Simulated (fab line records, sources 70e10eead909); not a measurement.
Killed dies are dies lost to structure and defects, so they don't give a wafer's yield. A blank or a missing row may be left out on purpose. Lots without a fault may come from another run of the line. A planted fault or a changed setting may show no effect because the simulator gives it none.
Chamber matching | flow nand_harc | NHARC_P_M1_DEP_33 on pecvd-04: 3 sister chambers
The step deposits SiCN, target thk 30 nm. 20 wafers are shown with their chamber, then 10 later ones without.

WAFERS WITH THEIR CHAMBER
wafer  | chamber | heater_power_w (W) | heater_power_outer_w (W) | rf_fwd_power_W (W)
L075.1 | 2       | 599                | 376                      | 447.3
L075.4 | 1       | 552                | 330                      | 449.7
L075.6 | 0       | 490                | 294                      | 448.3
L076.2 | 0       | 496                | 293                      | 450.0
L076.3 | 1       | 560                | 320                      | 449.2
L076.6 | 1       | 557                | 331                      | 450.2
L077.1 | 2       | 531                | 321                      | 450.0
L077.4 | 2       | 542                | 323                      | 449.0
L077.6 | 0       | 495                | 294                      | 450.4
L080.2 | 2       | 654                | 419                      | 449.4
L080.3 | 2       | 648                | 398                      | 447.7
L080.5 | 2       | 672                | 395                      | 448.6
L079.3 | 2       | 633                | 381                      | 450.9
L079.4 | 0       | 445                | 254                      | 444.7
L079.6 | 0       | 451                | 266                      | 447.8
L085.1 | 0       | 497                | 315                      | 449.5
L085.2 | 1       | 406                | 237                      | 448.5
L085.5 | 2       | 614                | 364                      | 448.0
L091.2 | 0       | 477                | 295                      | 448.5
L091.3 | 1       | 482                | 285                      | 447.5

SIGNATURES (means of the wafers above)
reading              | chamber 0 | chamber 1 | chamber 2 | scatter within a chamber
heater_power_w       | 478.71    | 511.40    | 611.62    | 48.3
heater_power_outer_w | 287.29    | 300.60    | 372.12    | 32.1
rf_fwd_power_W       | 448.457   | 449.020   | 448.863   | 1.47
Rule: a wafer's distance from a chamber is the root of the sum, over the readings, of the square of ((its reading less the chamber's mean) divided by the reading's scatter). The wafer belongs to the nearest chamber; if the next one is less than 2 further off, it can't be placed. The scatter: the root of (the sum of the squares of (reading less its chamber's mean) over the shown wafers, divided by (wafers less chambers)).

WAFERS WITHOUT THEIR CHAMBER
wafer  | heater_power_w (W) | heater_power_outer_w (W) | rf_fwd_power_W (W)
L091.6 | 463                | 289                      | 449.8
L094.1 | 500                | 303                      | 449.0
L094.2 | 495                | 304                      | 450.2
L094.4 | 677                | 418                      | 450.1
L092.2 | 477                | 283                      | 448.2
L092.3 | 507                | 312                      | 447.9
L092.6 | 480                | 282                      | 449.2
L095.2 | 493                | 298                      | 449.3
L095.3 | 420                | 252                      | 448.5
L095.4 | 424                | 247                      | 447.9

WHICH CHAMBER EACH WENT THROUGH
wafer  | from the rows above     | in truth
L091.6 | can't be placed: 0 or 1 | 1
L094.1 | can't be placed: 1 or 0 | 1
L094.2 | can't be placed: 1 or 0 | 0
L094.4 | 2                       | 2
L092.2 | can't be placed: 0 or 1 | 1
L092.3 | can't be placed: 1 or 0 | 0
L092.6 | can't be placed: 0 or 1 | 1
L095.2 | can't be placed: 1 or 0 | 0
L095.3 | can't be placed: 0 or 1 | 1
L095.4 | can't be placed: 0 or 1 | 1
Placed correctly: 1 of 10. Can't be placed from these rows: 9 (the true chamber is among the candidates in 9). Placed wrongly: 0.
